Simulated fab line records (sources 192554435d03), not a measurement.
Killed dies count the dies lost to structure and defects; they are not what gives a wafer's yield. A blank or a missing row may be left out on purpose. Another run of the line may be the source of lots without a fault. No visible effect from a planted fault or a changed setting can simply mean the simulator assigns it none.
Struck lot and sound lot, side by side -- flow n5Finfet -- 24 steps out of a route of 1938
Sound: wafers L615.1, L615.3, L615.5. Wafers struck: L602.1, L602.2, L602.3. Last of all comes the cause.
Order at every step that has rows: each side's tool, ch and its chambers, its first start. Under that, the readings that differ: sound wafers -- struck wafers -- difference of the means -- sigmas: that difference in standard deviations of wafers without a fault.
alike: words and numbers the same on both sides, and readings whose means are apart by under 2 such deviations; not compared: readings that were withheld, readings missing a value for some wafer, numbers with overlapping values and no deviation given by the record, and bounds like >300 which may hide the same value.
A row with sigmas, a row that says differs or no value, or rows on one side alone: a step with any of these is where the two part. Numbers that don't overlap but have no deviation are shown without sigmas and don't part them. Lack of a reading on every wafer of one side parts them only where that side has two or more wafers.

first, 11 steps without rows for these wafers: N5_BEOL_M8_ETCH_62 (etches SOC in N2/H2, target depth 110 nm, overetch 22 nm, time 165 s); N5_BEOL_M8_STRIP_68 (strips in N2/H2); N5_BEOL_M8_STRIP_67 (strips in CF4); N5_BEOL_M8_HM_OPEN_17 (chemistry Cl2/BCl3, target TiN, target depth 20 nm, overetch 6 nm); N5_BEOL_M8_STRIP_19 (strips in O2); N5_BEOL_M8_COAT_63 (time 60 s, resist thk 60 nm); N5_BEOL_M8_COAT_64 (time 60 s, resist thk 12 nm); N5_BEOL_M8_COAT_71 (time 60 s, resist thk 5 nm); N5_BEOL_M8_COAT_22 (resist thk 30 nm); N5_BEOL_M8_EBR_24; N5_BEOL_M8_SOFTBAKE_23 (time 60 s).
N5_BEOL_M8_EXPOSE_25: exposes mask V7, target cd 40 nm.
  sound on euvScanner-01 ch 0, day 16 09:14; struck on euvScanner-02 ch 0, day 12 11:38
reading,sound,struck,difference,sigmas
exposureDoseMJCm2,42.74 42.75 42.77,37.96 37.94 37.92,-4.81,-24
  alike: mask
then, 2 steps without rows for these wafers: N5_BEOL_M8_PEB_26 (peb time 60 s); N5_BEOL_M8_DEVELOP_27 (develop time 30 s).
N5_BEOL_M8_CD_MEAS_28 targets a cd of 40 nm.
  sound on cdSem-01 ch 0, day 16 09:22; struck on cdSem-02 ch 0, day 12 11:46
reading,sound,struck,difference,sigmas
cdNm (nm),39.95 39.89 39.92,37.37 37.50 37.56,-2.44,-11
N5_BEOL_M8_DESCUM_33: chemistry O2, time 7 s.
  sound on rieDiel-01 ch 0,3, day 16 09:50; struck on rieDiel-03 ch 0,1,3, day 12 11:57
reading,sound,struck,difference,sigmas
model.BEOL_M8.cdNm (nm),40 39.8 40,37.4 38 37.6,-2.3,
  alike: drypumpMotorCurrentA, oesProductAu, rfVppV, showerheadPlenumPTorr, throttleValvePct
  not compared: rfHoursCounterH
then, 5 steps without rows for these wafers: N5_BEOL_M8_ETCH_72 (etches underlayer in N2/H2, target depth 6.5 nm, time 5.2 s); N5_BEOL_M8_ETCH_65 (etches SiARC in CF4, target depth 15.6 nm, time 26 s); N5_BEOL_M8_ETCH_66 (etches SOC in N2/H2, target depth 80 nm, overetch 16 nm, time 120 s); N5_BEOL_M8_STRIP_69 (strips in N2/H2); N5_BEOL_M8_STRIP_73 (strips in N2/H2).
N5_BEOL_M8_VIA_ETCH_34: etches SiCOH lowk in C4F6/O2, target depth 125.5 nm, time 50.5 s.
  sound on rieDiel-01 ch 0,3, day 16 10:01; struck on rieDiel-03 ch 0,1,3, day 12 12:08
reading,sound,struck,difference,sigmas
model.BEOL_M8.cdNm (nm),40 39.6 39.6,37.2 38 38.2,-1.9,
  alike: drypumpMotorCurrentA, oes_f_703_au, oesProductAu, rfVppV, showerheadPlenumPTorr, throttleValvePct
  not compared: rfHoursCounterH
then, 1 step without rows for these wafers: N5_BEOL_M8_STRIP_76 (strips in C4F6/O2).
-- record jumps: 3 days separate the struck wafers' starts on either side; left off in module BEOL_M8, taken up again in module PASSIVATION, whose first shown step is the route's number 1936 --
N5_PASSIVATION_PROBE_49:
  rows exist in the record for the struck wafers here (prober-02, day 15 15:22), but not for the sound ones

== WHERE THEY PART ==
First at N5_BEOL_M8_EXPOSE_25; last, within this record, at N5_PASSIVATION_PROBE_49.

WHY: what the simulator had put in
Drift in process parameters on euvScanner-02 at N5_BEOL_M8_EXPOSE_25, starting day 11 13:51. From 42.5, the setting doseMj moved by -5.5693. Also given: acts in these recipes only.
